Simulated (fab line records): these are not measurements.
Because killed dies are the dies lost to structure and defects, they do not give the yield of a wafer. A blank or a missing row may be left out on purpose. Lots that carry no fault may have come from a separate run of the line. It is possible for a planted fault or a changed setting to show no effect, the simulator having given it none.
8D (eight disciplines) problem report, filled in by code | flow n5_finfet | the parts of the form that need people (team, actions taken, sign-off) are left out

== 1. THE PROBLEM ==
Mean of trench_depth_nm at N5_BEOL_M12_OCD_MEAS_35: 0 nm across 6 wafers in 2 lots; on wafers with no fault it is 319 nm (standard deviation 4). Measured from the usual mean, that is -80 standard deviations.
The first sign was on wafer L629.1 at day 15 12:49, on ocd-01. Wafers with a number at this step in the record: 27, from 9 lots. Rule for "out" (also "out of limits"): further than 4 standard deviations from the usual mean. The other wafers with a number count as sound.

== 2. WHAT IT IS, AND WHAT IT ISN'T ==
question                    | is                     | is not
which readings at this step | trench_depth_nm        | -
which lots                  | L629, L631             | L615, L617, L618, L622, L623, L626, L627
which wafers of those lots  | all that have a number | -
read on which gauges        | ocd-01                 | ocd-02
when                        | from day 15 12:49      | up to then (21 sound wafers)

== 3. SUSPECTS, AND WHAT RULES EACH OUT ==
Counting: a tool at any process step up to the reading remains a suspect when it ran all the lots that are out and ran no sound lot after the first of those.
- the gauge at N5_BEOL_M12_OCD_MEAS_35 is ruled out. All the wafers that are out were read on ocd-01, but those of them that N5_PASSIVATION_PROBE_49 has rows for are out there too, on other tools.
- rie_diel-06 at N5_BEOL_M12_TRENCH_ETCH_34 (etches SiOC in C4F8/O2/Ar, target depth 318.95 nm, time 125.5 s): kept. Every lot that is out went through it, starting with L629 (day 15 12:40), and after that it ran no sound lot; the last sound lot it ran before then is L617 (day 11 12:33).
Left after counting: rie_diel-06 at N5_BEOL_M12_TRENCH_ETCH_34.

== 4. THE CAUSE (what the simulator had put in) ==
Entire step skipped (rie_diel-06, N5_BEOL_M12_TRENCH_ETCH_34), from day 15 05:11 onward. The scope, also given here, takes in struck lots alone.
Counting left only this tool.

== 5. THE CHAIN OF EFFECTS, in route order ==
Each row: a reading where the mean over the struck wafers with a number is more than 3 standard deviations away from the usual. Only readings whose record carries a usual standard deviation are examined. hours: median over the lots of the time between each lot's start at the first step of this table that gives one and its start at this step. sigmas: the change, counted in usual standard deviations.
hours | step                    | reading              | usual  | on struck wafers | change | sigmas
0     | N5_BEOL_M12_OCD_MEAS_35 | trench_depth_nm      | 319 nm | 0                | -319   | -80
33    | N5_PASSIVATION_PROBE_49 | defect_limited_yield | 91.5 % | 0.0              | -91.5  | -65
33    | N5_PASSIVATION_PROBE_49 | killed_at_M4_up      | 13     | 1081             | +1068  | +99 or more
33    | N5_PASSIVATION_PROBE_49 | killed_dies          | 100    | 1180             | +1080  | +64
33    | N5_PASSIVATION_PROBE_49 | killed_on_rim        | 13     | 152              | +139   | +36
33    | N5_PASSIVATION_PROBE_49 | sort_bin_5_function  | 5.0 %  | 96.2             | +91.2  | +98
33    | N5_PASSIVATION_PROBE_49 | sort_n_pass          | 1080   | 0                | -1080  | -64
33    | N5_PASSIVATION_PROBE_49 | sort_yield_pct       | 91.5 % | 0.0              | -91.5  | -65
It contains these process steps:
- N5_PASSIVATION_PROBE_49
Readings that are blank on the struck wafers while sound wafers have them: C4F8_flow_sccm at N5_BEOL_M12_TRENCH_ETCH_34; O2_flow_sccm at N5_BEOL_M12_TRENCH_ETCH_34; drypump_motor_current_A at N5_BEOL_M12_TRENCH_ETCH_34; oes_product_au at N5_BEOL_M12_TRENCH_ETCH_34; rf_fwd_power_W at N5_BEOL_M12_TRENCH_ETCH_34; rf_vpp_V at N5_BEOL_M12_TRENCH_ETCH_34; showerhead_plenum_p_Torr at N5_BEOL_M12_TRENCH_ETCH_34; throttle_valve_pct at N5_BEOL_M12_TRENCH_ETCH_34.

== 6. HOW IT WOULD HAVE BEEN CAUGHT EARLIER ==
Counted from the fault's start at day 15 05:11, it took 8 hours until the first out-of-limits reading at a measuring or inspecting step in this record, taken at day 15 12:49.
At N5_BEOL_M12_TRENCH_ETCH_34 the tool's readings are blank on the struck wafers, where sound wafers have them: an empty tool record is the first sign, and it was there at once.
Of the lots that are out (2), L631 began N5_BEOL_M12_TRENCH_ETCH_34 on rie_diel-06 after day 15 12:49. It would have been spared by a hold on the tool at that moment.
